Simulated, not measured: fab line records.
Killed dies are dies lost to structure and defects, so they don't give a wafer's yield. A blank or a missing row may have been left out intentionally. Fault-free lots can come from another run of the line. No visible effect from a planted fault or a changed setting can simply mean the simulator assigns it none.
2 desks looking at one fault | flow n5 finfet | each desk holds nothing but its own numbers, with what lay behind them at the end

== THE METROLOGY DESK ==
Means of the sampled wafers that have a number, per lot and without regard to the tool the lot ran on: this is what the gauges read. If a lot's mean is further than 4 standard deviations from the usual mean, the lot is out of limits and carries the mark OUT (the distance appears in the brackets). Only the readings that lie furthest out on some lot appear, 7 of the 10 it has.
Columns: A = DIBL_P at N5_BEOL_M4_RC_MEAS_101, usual 36.3 mV/V; B = IOFF_N at N5_BEOL_M4_RC_MEAS_101, usual 0.163 nA/um; C = IOFF_P at N5_BEOL_M4_RC_MEAS_101, usual 0.21 nA/um; D = ION_P at N5_BEOL_M4_RC_MEAS_101, usual 461 uA/um; E = SS_N at N5_BEOL_M4_RC_MEAS_101, usual 71.6 mV/dec; F = SS_P at N5_BEOL_M4_RC_MEAS_101, usual 73.3 mV/dec; G = VT_P at N5_BEOL_M4_RC_MEAS_101, usual -250 mV
lot  | first seen here | A    | B     | C    | D   | E    | F    | G
L636 | day 8 00:08     | 35.9 | 0.170 | 0.20 | 459 | 71.0 | 72.8 | -252
L639 | day 8 18:12     | 36.3 | 0.162 | 0.18 | 452 | 71.7 | 73.0 | -254
L641 | day 9 09:47     | 38.9 | 0.199 | 0.25 | 462 | 72.3 | 74.1 | -250
L645 | day 10 09:15    | 35.9 | 0.153 | 0.20 | 452 | 71.8 | 73.2 | -251
L654 | day 11 22:14    | 35.4 | 0.152 | 0.18 | 455 | 71.3 | 72.9 | -255
L655 | day 12 19:30    | 37.0 | 0.153 | 0.21 | 460 | 72.1 | 73.8 | -251
L658 | day 13 12:08    | 31.6 | 0.128 | 0.15 | 450 | 70.9 | 72.5 | -257
L657 | day 13 15:14    | 35.0 | 0.142 | 0.20 | 457 | 71.0 | 72.8 | -249
L659 | day 13 18:05    | 36.0 | 0.174 | 0.25 | 463 | 71.7 | 73.1 | -245
This desk found nothing out of limits on any of the 9 lots.

== AT THE TOOL OWNER'S DESK: pecvd-04 ==
The tool's own readings at N5_GATE_CUT_PECVD_57 (deposits SiNx from SiH4/NH3/N2, target thk 21 nm): means of the sampled wafers that have a number, for each lot that ran on this tool. If a lot's mean is further than 4 standard deviations from the usual mean, the lot is out of limits and carries the mark OUT (the distance appears in the brackets).
Columns: A = heater power w at N5_GATE_CUT_PECVD_57, usual 775 W; B = showerhead plenum p Torr at N5_GATE_CUT_PECVD_57, usual 5.08 Torr; C = throttle valve pct at N5_GATE_CUT_PECVD_57, usual 39.8 %
lot  | first seen here | A   | B    | C
L639 | day 5 04:04     | 984 | 5.07 | 38.5
L641 | day 5 16:42     | 853 | 5.14 | 39.3
L645 | day 6 19:14     | 923 | 5.06 | 38.5
L657 | day 9 20:41     | 776 | 5.12 | 39.9
This desk found nothing out of limits on any of the 4 lots.

== BROUGHT TOGETHER ==
Metrology desk: nothing out of limits seen.
The desk of the tool owner found nothing out of limits.

== WHAT THE SIMULATOR HAD INSERTED ==
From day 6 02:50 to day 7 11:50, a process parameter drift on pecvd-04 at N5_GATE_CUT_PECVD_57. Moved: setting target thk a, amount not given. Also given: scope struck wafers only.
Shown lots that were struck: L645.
